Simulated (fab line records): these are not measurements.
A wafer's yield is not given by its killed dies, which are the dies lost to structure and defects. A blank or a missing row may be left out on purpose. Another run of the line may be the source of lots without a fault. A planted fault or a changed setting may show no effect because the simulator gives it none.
Lot-split experiment	flow n5 finfet	39 wafers read from 7 lots, route of 1938 steps

== ON THE SPLIT ==
At N5_ZERO_LAYER_PECVD_02 (deposits SiO2 from SiH4/N2O, target thk 10 nm, time 6 s), the setting time s was moved away from the recipe's 6 s on 15 of the 39 wafers read, by -58.6% to +56.6%. For the rest of the wafers, this setting stayed at what the recipe calls for.

Reading taken at the split's own step.

== THE READING ==
SiO2_of_ZERO_LAYER_PECVD_02.thk nm (the simulator's own value, which no gauge read), in nm, at N5_ZERO_LAYER_PECVD_02 (deposits SiO2 from SiH4/N2O, target thk 10 nm, time 6 s). No usual value for it is given in the file. The 24 wafers here that ran the recipe average 10.023 nm, standard deviation 0.15 nm.

wafer	tool, chamber at the split	time s as run, s	against the recipe	SiO2_of_ZERO_LAYER_PECVD_02.thk nm, nm	against lot-mates on the recipe
L075.1	pecvd-03, 1	6	recipe	10.23	-
L075.2	pecvd-03, 2	6	recipe	10.04	-
L075.6	pecvd-03, 1	6	recipe	10.18	-
L082.1	pecvd-01, 1	6	recipe	9.961	-
L082.2	pecvd-01, 2	6	recipe	9.904	-
L082.3	pecvd-01, 0	6	recipe	9.707	-
L082.4	pecvd-01, 1	6	recipe	10.03	-
L082.5	pecvd-01, 2	6	recipe	9.955	-
L082.6	pecvd-01, 0	6	recipe	9.79	-
L088.1	pecvd-03, 1	9.397	+56.6%	15.66	+5.497
L088.2	pecvd-03, 0	6	recipe	10.17	-
L088.3	pecvd-03, 2	6	recipe	10.06	-
L088.4	pecvd-03, 1	9.397	+56.6%	15.93	+5.767
L088.5	pecvd-03, 2	9.397	+56.6%	15.79	+5.627
L088.6	pecvd-03, 0	6	recipe	10.26	-
L091.1	pecvd-01, 2	6	recipe	10.06	-
L091.2	pecvd-01, 1	6	recipe	10.18	-
L091.3	pecvd-01, 0	9.368	+56.1%	15.28	+5.225
L091.4	pecvd-01, 0	6	recipe	9.926	-
L091.5	pecvd-01, 1	9.368	+56.1%	15.87	+5.815
L091.6	pecvd-01, 2	9.368	+56.1%	15.92	+5.865
L092.1	pecvd-03, 0	4.879	-18.7%	8.144	-1.809
L092.2	pecvd-03, 2	6	recipe	9.847	-
L092.3	pecvd-03, 1	6	recipe	9.851	-
L092.4	pecvd-03, 2	6	recipe	10.16	-
L092.5	pecvd-03, 1	4.879	-18.7%	8.39	-1.563
L092.6	pecvd-03, 0	4.879	-18.7%	8.325	-1.628
L094.1	pecvd-01, 1	2.484	-58.6%	4.098	-5.905
L094.2	pecvd-01, 2	2.484	-58.6%	4.127	-5.876
L094.3	pecvd-01, 0	2.484	-58.6%	3.772	-6.231
L094.4	pecvd-01, 1	6	recipe	10.08	-
L094.5	pecvd-01, 2	6	recipe	10.14	-
L094.6	pecvd-01, 0	6	recipe	9.789	-
L097.1	pecvd-03, 2	6	recipe	10.09	-
L097.2	pecvd-03, 1	3.057	-49.1%	4.983	-5.094
L097.3	pecvd-03, 0	3.057	-49.1%	5.064	-5.013
L097.4	pecvd-03, 2	3.057	-49.1%	4.993	-5.084
L097.5	pecvd-03, 1	6	recipe	10.1	-
L097.6	pecvd-03, 0	6	recipe	10.04	-

THE FIT
A straight line over all 39 wafers: SiO2_of_ZERO_LAYER_PECVD_02.thk nm changes by +0.102 nm for each +1% of time s; r = +1.00; the points scatter about the line by 0.17 nm.
The same after taking each lot's own level away (the mean of its wafers on the recipe; 39 wafers): +0.101 nm for each +1%; r = +1.00; scatter 0.16 nm.
On that fit, the largest move of time s shifts the reading by 5.9 nm.
The lots' own levels span 9.8912 to 10.1633 nm, that is 1.8 times the standard deviation above.
The two slopes are in agreement: the lot-to-lot level therefore moves the slope only a little.
Check: with one of the wafers moved furthest among these (-58.6%) left out of the fit, the line predicts -5.92 nm for it against its lot-mates. It came out at -5.91 nm against them.

== THE FILE'S OWN FIT ==
SiO2_of_ZERO_LAYER_PECVD_02.thk nm changes by +0.101 nm for each +1% of time s, r = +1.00.
